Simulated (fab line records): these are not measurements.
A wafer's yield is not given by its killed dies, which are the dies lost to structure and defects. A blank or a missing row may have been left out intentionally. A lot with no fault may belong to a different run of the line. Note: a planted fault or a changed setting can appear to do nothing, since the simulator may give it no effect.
fab line records	flow nand-harc	part 1 of 2: steps 1 to 4 of 6
record: lots: 23	wafers: 69	last-day: 25
route steps=1159 shown A_ZERO_WELL@403 A_CHANNEL_HOLE_D1@467 A_CHANNEL_FILL_D1@492 A_STAIRCASE@530
lots with no fault: from the same line, run without faults
start-h: hours from the record's first day to the start of the lot's first wafer shown	wait-h: hours elapsed since this lot's preceding step	" as in the row above	L1.1+2: one row covering several wafers at once	- value missing, or start not given	* or withheld: withheld	< > ~ a bound
route shown NAME@n: a module of which the file shows steps, and the number in the route of the first	usual: mean and standard deviation over wafers with no fault	same: alike in all rows	chamber/n: place in a boat	sites: per-site readings	_std_site: the standard deviation of these	_edge_site: outer sites' mean less inner sites'	radius-mm: for every site, how far away it sits from the centre of the wafer	mask NAME#n: copy n	behind: tool/chamber where the wafer was last shaped	hold: reason for holding the lot/hours on hold/outcome of the hold	device: transistor that didn't switch, given as n, p or np	end of line: the tests these same wafers got at the end of their route	for a step that has no rows: nothing shown but its recipe	killed: not the wafer's yield, but the dies lost to structure and defects at the first sort	map: a wafer's dies, x killed, . not, _ none there
set.NAME: the run value of the setting; set.NAME@STEP: its run value at that earlier step	model.NAME: the simulator's own value behind a step, which no gauge read
route steps across a sampled set of lots; one table per step, one row per wafer
services: when a tool's chamber went out of use (start-h, in hours from the record's first day, below 0 if earlier), for how many hours, and the reason
== steps ==
step: NHARC_A_ZERO_WELL_DESCUM_12
recipe: time-s: 3	o2-flow-sccm: 200	ar-flow-sccm: 0	bias-power-w: 0	chemistry: O2
usual: drypump-motor-current-A: 5.9/0.46	oes-product-au: 0.997/0.0093	rf-vpp-V: 57.9/0.82	showerhead-plenum-p-Torr: 1.92/0.06	throttle-valve-pct: 11.311/0.0087
lot.wafer	tool	chamber	start-h	wait-h	drypump-motor-current-A	oes-product-au	rf-hours-counter-h	rf-vpp-V	showerhead-plenum-p-Torr	throttle-valve-pct
L074.3	rie-diel-02	0	143.26	-	5.9	0.986	16	57.7	1.83	11.315
L074.1	"	2	"	"	5.6	1.004	16	57.7	1.99	11.315
L074.4	"	3	"	"	6.6	0.996	15	59.3	1.85	11.337
L076.2	rie-diel-13	2	146.69	-	6.5	0.997	2	57.4	1.85	11.297
L076.1	"	3	"	"	4.8	1.001	3	57.2	2.00	11.314
L076.5	"	0	"	"	5.3	1.007	-	58.5	1.95	11.308
L075.2	rie-diel-11	2	147.47	-	6.6	0.997	8	57.8	1.91	11.305
L075.5	"	2	"	"	6.6	1.005	-	58.3	1.91	11.311
L075.6	"	3	"	"	5.8	0.999	-	58.5	1.97	11.311
L077.1	rie-diel-11	2	151.70	-	6.5	1.014	9	57.4	1.91	11.299
L077.5	"	1	"	"	6.1	0.985	-	57.1	1.94	11.319
L077.6	"	2	"	"	6.5	1.014	-	57.2	1.91	11.327
L078.1	rie-diel-13	0	160.67	-	5.3	1.004	4	58.7	1.95	11.294
L078.5	"	3	"	"	4.8	1.005	-	58.2	2.00	11.304
L078.4	"	1	"	"	5.4	0.991	-	57.6	1.98	11.298
L081.1	rie-diel-02	3	168.54	-	6.5	0.987	1	56.5	1.85	11.321
L081.4	"	1	"	"	5.9	0.986	0	57.0	1.85	11.293
L081.2	"	2	"	"	5.6	1.002	0	58.5	1.99	11.303
L080.4	rie-diel-11	3	168.83	-	5.8	0.999	10	58.5	1.97	11.320
L080.6	"	0	"	"	6.0	1.004	-	58.9	1.98	11.312
L080.5	"	1	"	"	6.1	0.994	-	57.5	1.94	11.308
L083.1	rie-diel-02	0	189.62	-	5.8	0.998	3	58.0	1.83	11.305
L083.5	"	2	"	"	5.6	1.008	-	57.7	1.99	11.311
L083.4	"	0	"	"	5.8	0.992	-	58.2	1.83	11.310
L082.2	rie-diel-11	1	190.14	-	6.1	0.981	12	58.8	1.93	11.300
L082.5	"	3	"	"	5.8	1.004	-	57.6	1.97	11.311
L082.6	"	1	"	"	6.1	0.990	-	57.6	1.93	11.318
L085.2	rie-diel-11	2	192.02	-	6.5	1.007	11	55.8	1.91	11.308
L085.3	"	1	"	"	6.1	0.993	12	58.0	1.94	11.303
L085.6	"	2	"	"	6.5	0.999	-	59.4	1.91	11.306
L084.3	rie-diel-02	2	193.51	-	5.6	1.002	3	58.8	1.99	11.318
L084.1	"	3	"	"	6.6	0.993	3	57.7	1.85	11.309
L084.6	"	3	"	"	6.6	0.995	-	57.5	1.85	11.303
L086.2	rie-diel-13	0	210.91	-	5.2	0.997	9	58.3	1.95	11.305
L086.4	"	1	"	"	5.4	0.984	8	57.8	1.98	11.306
L086.3	"	3	"	"	4.8	0.996	8	60.1	2.00	11.311
L087.2	rie-diel-11	2	210.96	-	6.5	0.992	1	58.4	1.91	11.304
L087.4	"	3	"	"	5.8	1.009	1	58.2	1.97	11.311
L087.5	"	1	"	"	6.1	0.987	-	57.6	1.93	11.304
L088.3	rie-diel-11	0	218.74	-	6.0	0.994	2	57.7	1.97	11.316
L088.5	"	2	"	"	6.5	0.991	-	58.4	1.91	11.317
L088.6	"	3	"	"	5.8	0.998	-	58.3	1.97	11.326
L089.4	rie-diel-11	0	227.88	-	6.0	1.012	2	57.8	1.97	11.323
L089.1	"	1	"	"	6.1	1.002	2	57.1	1.93	11.288
L089.6	"	2	"	"	6.6	1.005	-	57.3	1.91	11.318
L090.3	rie-diel-02	2	228.41	-	5.6	1.003	7	57.2	1.99	11.300
L090.1	"	0	"	"	5.8	1.010	7	58.8	1.83	11.324
L090.6	"	2	"	"	5.6	0.995	-	58.3	1.99	11.321
L091.4	rie-diel-02	3	241.18	-	6.6	0.998	7	57.8	1.85	11.310
L091.5	"	1	"	"	5.9	0.989	-	58.6	1.85	11.313
L091.6	"	2	"	"	5.6	1.007	-	58.1	1.99	11.314
L092.2	rie-diel-13	0	249.36	-	5.3	1.013	11	59.2	1.95	11.298
L092.5	"	2	"	"	6.5	1.014	-	58.4	1.85	11.314
L092.6	"	3	"	"	4.8	1.015	-	59.3	2.00	11.306
L093.3	rie-diel-11	2	249.67	-	6.5	0.992	2	58.4	1.91	11.329
L093.1	"	3	"	"	5.8	0.999	2	58.5	1.97	11.321
L093.5	"	3	"	"	5.8	0.993	-	58.3	1.97	11.307
L094.2	rie-diel-02	3	252.19	-	6.6	0.993	8	56.5	1.85	11.302
L094.4	"	0	"	"	5.8	0.992	10	56.3	1.82	11.304
L094.3	"	2	"	"	5.6	0.993	9	57.3	1.99	11.308
L095.2	rie-diel-11	1	257.91	-	6.1	0.988	4	58.4	1.93	11.307
L095.1	"	0	"	"	6.0	0.996	3	59.0	1.97	11.311
L095.6	"	2	"	"	6.5	0.997	-	56.8	1.91	11.298
L096.4	rie-diel-13	1	264.16	-	5.4	1.009	10	59.0	1.98	11.307
L096.6	"	0	"	"	5.2	1.013	-	57.1	1.95	11.313
L096.5	"	1	"	"	5.4	0.993	-	57.8	1.98	11.303
L097.2	rie-diel-02	1	281.44	-	5.9	0.996	12	57.2	1.85	11.318
L097.6	"	0	"	"	5.8	0.992	-	56.8	1.82	11.317
L097.5	"	1	"	"	5.9	1.004	-	57.5	1.85	11.316
step: NHARC_A_CHANNEL_HOLE_D1_ETCH_39
recipe: target-depth-a: 2600	over-etch-frac: 0.3	time-s: 325	ion-energy-ev: 200	n2-flow-sccm: 150	h2-flow-sccm: 150	ar-flow-sccm: 0	rf-w: 400	bias-w: 150	chemistry: N2/H2
usual: drypump-motor-current-A: 5.8/0.33	oes-product-au: 0.994/0.011	rf-vpp-V: 432.1/2.3	showerhead-plenum-p-Torr: 2.10/0.075	throttle-valve-pct: 14.172/0.0095
lot.wafer	tool	chamber	start-h	wait-h	drypump-motor-current-A	oes-product-au	rf-hours-counter-h	rf-vpp-V	showerhead-plenum-p-Torr	throttle-valve-pct
L076.2	rie-diel-08	3	-	-	6.3	1.010	3	432.3	2.09	14.185
L076.1	"	1	"	"	5.8	1.012	2	432.2	2.13	14.179
L076.5	"	3	"	"	6.3	0.996	-	431.8	2.09	14.174
L074.1	rie-diel-01	3	-	-	5.6	1.007	2	431.8	2.08	14.167
L074.4	"	0	"	"	6.1	0.997	2	426.7	1.93	14.177
L074.3	"	1	"	"	6.1	1.005	3	433.2	2.18	14.175
L075.2	rie-diel-08	2	-	-	5.3	1.003	3	433.5	2.11	14.175
L075.5	"	1	"	"	5.8	1.009	-	432.4	2.13	14.160
L075.6	"	2	"	"	5.3	0.997	-	430.5	2.11	14.184
L077.1	rie-diel-07	3	-	-	6.3	0.991	10	431.2	2.04	14.152
L077.5	"	0	"	"	5.4	0.992	-	430.0	2.07	14.179
L077.6	"	1	"	"	5.2	0.997	-	434.8	2.19	14.186
L078.1	rie-diel-08	1	-	-	5.8	0.996	4	433.6	2.13	14.174
L078.4	"	2	"	"	5.3	0.999	4	431.8	2.11	14.173
L078.5	"	0	"	"	5.5	0.959	-	434.7	2.19	14.164
L080.4	rie-diel-07	3	-	-	6.3	0.988	11	430.8	2.04	14.172
L080.6	"	2	"	"	5.6	1.007	-	431.8	2.09	14.162
L080.5	"	3	"	"	6.3	0.995	-	430.0	2.04	14.173
L081.2	rie-diel-08	3	-	-	6.2	0.997	5	431.2	2.09	14.172
L081.1	"	0	"	"	5.5	0.973	5	435.7	2.18	14.162
L081.4	"	3	"	"	6.3	1.002	-	432.7	2.09	14.170
L082.2	rie-diel-01	3	-	-	5.6	0.992	6	432.1	2.08	14.170
L082.5	"	2	"	"	6.0	0.990	-	433.8	2.13	14.167
L082.6	"	0	"	"	6.0	0.983	-	425.6	1.93	14.167
L085.2	rie-diel-01	2	-	-	5.9	0.976	7	432.2	2.13	14.160
L085.3	"	3	"	"	5.6	0.991	7	431.2	2.08	14.175
L085.6	"	3	"	"	5.6	0.982	-	430.8	2.08	14.187
L083.1	rie-diel-08	0	-	-	5.5	0.979	6	435.1	2.18	14.192
L083.4	"	2	"	"	5.3	0.999	6	434.2	2.11	14.171
L083.5	"	3	"	"	6.2	1.001	-	430.9	2.09	14.158
L084.3	rie-diel-01	3	-	-	5.6	0.991	8	430.2	2.08	14.167
L084.1	"	2	"	"	5.9	0.992	8	432.6	2.13	14.172
L084.6	"	3	"	"	5.6	0.987	-	433.5	2.08	14.180
L086.3	rie-diel-08	2	-	-	5.3	1.001	8	432.5	2.11	14.178
L086.2	"	3	"	"	6.2	0.993	7	430.4	2.09	14.173
L086.4	"	1	"	"	5.9	0.996	7	434.2	2.13	14.161
L087.4	rie-diel-08	2	-	-	5.3	1.014	8	433.2	2.11	14.180
L087.2	"	3	"	"	6.2	1.002	7	432.3	2.09	14.172
L087.5	"	2	"	"	5.3	1.009	-	432.7	2.11	14.161
L088.3	rie-diel-01	0	-	-	6.1	0.995	9	426.9	1.93	14.157
L088.6	"	1	"	"	6.1	1.005	-	435.1	2.18	14.177
L088.5	"	0	"	"	6.1	0.997	-	428.2	1.93	14.181
L089.1	rie-diel-08	0	-	-	5.5	0.976	8	434.5	2.18	14.165
L089.4	"	2	"	"	5.3	0.994	9	433.2	2.11	14.193
L089.6	"	0	"	"	5.5	0.968	-	433.3	2.18	14.198
L090.3	rie-diel-01	3	-	-	5.6	0.993	11	433.7	2.08	14.175
L090.1	"	0	"	"	6.1	0.992	10	425.5	1.93	14.176
L090.6	"	0	"	"	6.1	0.989	-	426.8	1.93	14.184
L093.1	rie-diel-01	2	-	-	5.9	0.986	10	432.2	2.12	14.162
L093.3	"	3	"	"	5.6	0.993	13	429.6	2.07	14.180
L093.5	"	2	"	"	6.0	1.000	-	433.8	2.12	14.165
L092.2	rie-diel-01	3	-	-	5.6	0.985	13	431.2	2.07	14.173
L092.5	"	3	"	"	5.7	0.987	-	431.7	2.07	14.183
L092.6	"	0	"	"	6.1	1.002	-	427.5	1.92	14.176
L091.4	rie-diel-07	3	-	-	6.4	1.014	3	431.1	2.04	14.176
L091.5	"	1	"	"	5.2	0.993	-	435.3	2.19	14.170
L091.6	"	2	"	"	5.6	0.996	-	432.5	2.09	14.182
L094.2	rie-diel-08	0	-	-	5.5	0.976	9	435.6	2.18	14.167
L094.4	"	1	"	"	5.8	1.009	9	432.9	2.12	14.179
L094.3	"	2	"	"	5.3	1.001	10	432.9	2.11	14.175
L095.1	rie-diel-08	2	-	-	5.3	0.987	11	431.5	2.10	14.171
L095.2	"	0	"	"	5.5	0.985	10	434.2	2.18	14.168
L095.6	"	1	"	"	5.8	1.009	-	432.4	2.12	14.164
L096.4	rie-diel-01	0	-	-	6.1	0.972	13	427.3	1.92	14.176
L096.5	"	0	"	"	6.1	0.995	-	426.0	1.92	14.187
L096.6	"	1	"	"	6.1	0.999	-	433.0	2.18	14.166
L097.2	rie-diel-08	0	-	-	5.5	0.983	1	434.7	2.18	14.163
L097.6	"	2	"	"	5.3	0.991	-	434.3	2.10	14.181
L097.5	"	3	"	"	6.2	0.999	-	431.0	2.08	14.151
step: NHARC_A_CHANNEL_HOLE_D1_XSEM_31
recipe: landing-energy-ev: 35000
usual: bot-cd-nm: 74.3/1.5	bow-nm: 8.6/0.35	tilt-deg: 0.09/0.045
lot.wafer	tool	chamber	start-h	wait-h	bot-cd-nm	bow-nm	tilt-deg
L076.1	xsem-02	0	194.71	0.1	75.9	8.7	0.12
L076.2	"	0	"	"	76.6	8.7	0.12
L076.5	"	0	"	"	74.3	8.7	0.12
L074.1	xsem-02	0	198.86	0.1	73.5	9.2	0.05
L074.3	"	0	"	"	72.1	9.2	0.05
L074.4	"	0	"	"	76.1	9.2	0.05
L075.2	xsem-01	0	199.12	0.1	73.4	8.7	0.16
L075.5	"	0	"	"	73.5	8.8	0.16
L075.6	"	0	"	"	75.1	8.7	0.15
L077.1	xsem-02	0	203.01	0.1	74.1	8.8	0.04
L077.5	"	0	"	"	71.0	8.9	0.04
L077.6	"	0	"	"	71.7	8.8	0.04
L078.1	xsem-01	0	206.47	0.1	75.2	8.6	0.18
L078.4	"	0	"	"	73.6	8.5	0.18
L078.5	"	0	"	"	73.6	8.5	0.18
L080.4	xsem-01	0	213.06	0.1	76.5	8.5	0.12
L080.5	"	0	"	"	73.4	8.6	0.12
L080.6	"	0	"	"	74.3	8.7	0.12
L081.1	xsem-02	0	213.80	0.1	73.1	8.9	0.00
L081.2	"	0	"	"	72.6	8.9	0.00
L081.4	"	0	"	"	76.2	8.9	0.00
L082.2	xsem-01	0	236.39	0.1	74.6	8.6	0.06
L082.5	"	0	"	"	73.3	8.5	0.06
L082.6	"	0	"	"	74.0	8.5	0.06
L085.2	xsem-02	0	237.01	0.1	74.6	8.3	0.05
L085.3	"	0	"	"	75.2	8.3	0.05
L085.6	"	0	"	"	74.1	8.3	0.05
L083.1	xsem-01	0	240.64	0.1	71.8	8.2	0.17
L083.4	"	0	"	"	73.0	8.2	0.17
L083.5	"	0	"	"	73.1	8.2	0.18
L084.1	xsem-02	0	241.62	0.1	72.4	8.6	0.12
L084.3	"	0	"	"	73.9	8.6	0.12
L084.6	"	0	"	"	73.5	8.6	0.12
L086.2	xsem-01	0	259.10	0.1	74.2	8.4	0.10
L086.3	"	0	"	"	73.5	8.5	0.10
L086.4	"	0	"	"	74.0	8.5	0.10
L087.2	xsem-02	0	260.26	0.1	75.0	8.3	0.04
L087.4	"	0	"	"	74.2	8.2	0.04
L087.5	"	0	"	"	71.7	8.3	0.04
L088.3	xsem-01	0	263.76	0.1	76.1	8.7	0.12
L088.5	"	0	"	"	76.7	8.8	0.12
L088.6	"	0	"	"	74.9	8.7	0.12
L089.1	xsem-02	0	272.93	0.1	74.0	9.4	0.10
L089.4	"	0	"	"	75.8	9.5	0.10
L089.6	"	0	"	"	76.8	9.5	0.10
L090.1	xsem-01	0	273.12	0.1	74.4	8.3	0.09
L090.3	"	0	"	"	72.9	8.2	0.09
L090.6	"	0	"	"	75.2	8.2	0.09
L093.1	xsem-02	0	295.01	0.1	71.6	8.5	0.13
L093.3	"	0	"	"	73.3	8.4	0.13
L093.5	"	0	"	"	73.7	8.5	0.13
L092.2	xsem-01	0	295.79	0.1	76.2	8.9	0.05
L092.5	"	0	"	"	73.8	9.0	0.05
L092.6	"	0	"	"	76.8	9.0	0.05
L091.4	xsem-02	0	298.74	0.1	74.7	8.2	0.14
L091.5	"	0	"	"	72.2	8.2	0.14
L091.6	"	0	"	"	72.3	8.1	0.14
L094.2	xsem-01	0	299.94	0.1	74.2	9.1	0.08
L094.3	"	0	"	"	74.8	9.0	0.08
L094.4	"	0	"	"	72.2	9.0	0.08
L095.1	xsem-01	0	302.85	0.1	74.3	8.9	0.04
L095.2	"	0	"	"	75.5	8.9	0.04
L095.6	"	0	"	"	74.6	8.8	0.04
L096.4	xsem-01	0	310.53	0.1	74.1	8.1	0.07
L096.5	"	0	"	"	76.7	8.1	0.07
L096.6	"	0	"	"	75.8	8.1	0.07
L097.2	xsem-02	0	332.54	0.1	73.6	8.9	0.06
L097.5	"	0	"	"	71.9	8.9	0.06
L097.6	"	0	"	"	74.6	8.9	0.05
step: NHARC_A_CHANNEL_FILL_D1_ALD_02
recipe: target-thk-a: 60	pulse-time-s: 10	ald-cycles: 60	temp-c: 300	material: SiO2
usual: heater-power-w: 472/34	precursor-pulse-height-rel: 1.001/0.018
lot.wafer	tool	chamber	start-h	wait-h	heater-power-w	precursor-pulse-height-rel
L076.1	ald-hk-02	1	196.00	-	431	0.997
L076.2	"	3	"	"	452	0.999
L076.5	"	1	"	"	421	0.999
L074.1	ald-hk-02	1	199.16	-	426	0.997
L074.4	"	2	"	"	526	1.027
L074.3	"	3	"	"	462	0.993
L075.2	ald-hk-04	1	199.48	-	456	0.991
L075.5	"	0	"	"	444	1.005
L075.6	"	1	"	"	460	1.012
L077.1	ald-hk-04	0	203.33	-	463	0.989
L077.5	"	0	"	"	470	0.991
L077.6	"	1	"	"	445	1.007
L078.4	ald-hk-02	2	206.76	-	505	1.005
L078.1	"	1	"	"	438	0.999
L078.5	"	3	"	"	459	0.975
L080.4	ald-hk-02	0	213.34	-	467	1.002
L080.6	"	0	"	"	468	1.029
L080.5	"	1	"	"	434	1.039
L081.1	ald-hk-02	3	214.17	-	469	0.988
L081.4	"	0	"	"	485	1.019
L081.2	"	1	"	"	417	0.992
L082.2	ald-hk-02	3	240.27	-	465	1.022
L082.6	"	3	"	"	459	1.026
L082.5	"	0	"	"	482	1.020
L085.2	ald-hk-02	0	240.70	-	477	0.994
L085.3	"	1	"	"	414	0.995
L085.6	"	1	"	"	433	1.019
L083.4	ald-hk-02	3	244.80	-	469	0.979
L083.1	"	1	"	"	430	1.015
L083.5	"	3	"	"	471	0.984
L084.1	ald-hk-02	1	245.32	-	426	0.994
L084.3	"	2	"	"	519	0.993
L084.6	"	1	"	"	422	1.001
L086.2	ald-hk-01	1	259.39	-	517	1.015
L086.4	"	3	"	"	467	0.979
L086.3	"	0	"	"	453	0.969
L087.4	ald-hk-04	3	260.70	-	492	1.003
L087.2	"	0	"	"	448	1.005
L087.5	"	1	"	"	462	1.020
L088.3	ald-hk-02	2	264.25	-	526	1.011
L088.5	"	3	"	"	465	0.988
L088.6	"	0	"	"	478	1.008
L089.1	ald-hk-04	0	273.22	-	462	0.982
L089.4	"	1	"	"	447	1.009
L089.6	"	0	"	"	460	0.992
L090.1	ald-hk-01	2	273.43	-	508	1.013
L090.3	"	1	"	"	522	0.992
L090.6	"	3	"	"	464	0.984
L093.3	ald-hk-04	3	295.38	-	531	1.020
L093.1	"	0	"	"	463	1.026
L093.5	"	3	"	"	524	1.034
L092.2	ald-hk-04	3	296.16	-	532	1.015
L092.6	"	2	"	"	427	0.994
L092.5	"	3	"	"	536	0.982
L091.4	ald-hk-04	0	299.17	-	456	0.964
L091.5	"	2	"	"	436	0.983
L091.6	"	3	"	"	523	0.973
L094.4	ald-hk-02	0	300.30	-	459	0.986
L094.3	"	1	"	"	418	1.037
L094.2	"	2	"	"	523	0.969
L095.1	ald-hk-04	0	303.22	-	466	1.024
L095.2	"	1	"	"	462	0.996
L095.6	"	3	"	"	529	0.985
L096.4	ald-hk-01	0	310.89	-	444	1.009
L096.5	"	3	"	"	477	1.005
L096.6	"	0	"	"	457	1.010
L097.2	ald-hk-04	1	332.97	-	458	0.994
L097.5	"	0	"	"	463	1.014
L097.6	"	1	"	"	448	1.026
